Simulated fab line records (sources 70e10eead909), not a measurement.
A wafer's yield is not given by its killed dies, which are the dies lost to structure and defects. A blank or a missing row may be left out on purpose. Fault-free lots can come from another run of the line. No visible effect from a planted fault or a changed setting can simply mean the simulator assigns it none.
Chamber matching + flow nand_harc + NHARC_A_STAIRCASE_DESCUM_291 on rie_diel-11 has 4 sister chambers
The step chemistry O2, time 3 s. 8 wafers are shown with their chamber, then 9 later ones without.

## WAFERS WITH THEIR CHAMBER
| wafer  | chamber | showerhead_plenum_p_Torr (Torr) | oes_product_au (a.u.) |
|--------|---------|---------------------------------|-----------------------|
| L079.1 | 1       | 1.89                            | 0.988                 |
| L079.5 | 3       | 2.06                            | 0.990                 |
| L083.1 | 1       | 1.89                            | 0.994                 |
| L083.2 | 2       | 1.84                            | 1.012                 |
| L083.5 | 3       | 2.05                            | 0.987                 |
| L086.2 | 2       | 1.84                            | 1.006                 |
| L086.3 | 0       | 2.03                            | 1.008                 |
| L086.6 | 0       | 2.03                            | 0.991                 |

## WAFERS WITHOUT THEIR CHAMBER
| wafer  | showerhead_plenum_p_Torr (Torr) | oes_product_au (a.u.) |
|--------|---------------------------------|-----------------------|
| L091.2 | 2.04                            | 0.986                 |
| L091.3 | 1.83                            | 1.003                 |
| L091.6 | 2.04                            | 0.985                 |
| L094.1 | 2.02                            | 1.003                 |
| L094.3 | 1.88                            | 0.978                 |
| L094.6 | 1.83                            | 1.012                 |
| L096.1 | 2.02                            | 0.997                 |
| L096.3 | 1.83                            | 1.017                 |
| L096.4 | 2.04                            | 0.997                 |

## EACH ONE'S CHAMBER
| wafer  | from the rows above     | in truth |
|--------|-------------------------|----------|
| L091.2 | can't be placed: 0 or 3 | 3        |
| L091.3 | 2                       | 2        |
| L091.6 | can't be placed: 0 or 3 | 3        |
| L094.1 | 0                       | 0        |
| L094.3 | 1                       | 1        |
| L094.6 | 2                       | 2        |
| L096.1 | 0                       | 0        |
| L096.3 | 2                       | 2        |
| L096.4 | can't be placed: 0 or 3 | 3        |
Correct placement for 6 of the 9. Can't be placed from these rows: 3 (the true chamber is among the candidates in 3). 0 placed wrongly.
How it was worked out, from the rows above alone: a wafer's distance from a chamber is the root of the sum, over the readings, of the square of ((its reading less the chamber's mean) divided by the reading's scatter). If the next closest chamber is less than 2 further off than the closest, the wafer can't be placed; otherwise it belongs to the closest. The mean given for a chamber averages the wafers shown for that chamber. The scatter: the root of (the sum of the squares of (reading less its chamber's mean) over the shown wafers, divided by (wafers less chambers)).
